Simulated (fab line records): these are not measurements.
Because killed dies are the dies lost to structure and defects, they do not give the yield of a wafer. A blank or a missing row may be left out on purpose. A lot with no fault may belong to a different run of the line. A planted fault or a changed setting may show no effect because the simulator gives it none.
Which tool did it? / flow n5-finfet / route of 1938 steps, sampled at 1 step: 6 lots, 17 wafers

WHAT EACH GAUGE READ, for each wafer
N5_MIM_TOP_LITHO_OVL_MEAS_11.
lot=L145; measured=day 12 09:01; on=overlay-02; MIM_TOP_OVL (nm)=0 -4
lot=L151; measured=day 13 02:37; on=overlay-02; MIM_TOP_OVL (nm)=-3 -2 1
lot=L154; measured=day 14 22:08; on=overlay-01; MIM_TOP_OVL (nm)=0 12 3
lot=L160; measured=day 16 06:10; on=overlay-02; MIM_TOP_OVL (nm)=6 12 -1
lot=L164; measured=day 16 17:13; on=overlay-02; MIM_TOP_OVL (nm)=-3 -4 4
lot=L168; measured=day 17 22:52; on=overlay-01; MIM_TOP_OVL (nm)=5 4 -3

TOOL THAT RAN EACH LOT (tool first, then ch and the chambers of the sampled wafers, then the start)
Before these readings, the record contains no process step.

THE ANSWER, worked out from the rows above alone
Rule: usual is defined by the lots themselves. Put in order of their means at a reading, lots are off if they are a third of the lots or fewer, leave a main group of 4 or more, and stand apart from it by a gap of 3 or more times the standard deviation of the main group's means; of several such gaps the widest counts. A main group is skipped when, at the precision printed for the reading in the tables above, its means are all equal. A lot without any number at a reading at which 4 lots or more have one is off too. Where the step has rows for the other lots, those lots are counted as sound.
Nothing can be told from this: no lot is off at any reading shown.

WHAT HAD BEEN PUT IN BY THE SIMULATOR
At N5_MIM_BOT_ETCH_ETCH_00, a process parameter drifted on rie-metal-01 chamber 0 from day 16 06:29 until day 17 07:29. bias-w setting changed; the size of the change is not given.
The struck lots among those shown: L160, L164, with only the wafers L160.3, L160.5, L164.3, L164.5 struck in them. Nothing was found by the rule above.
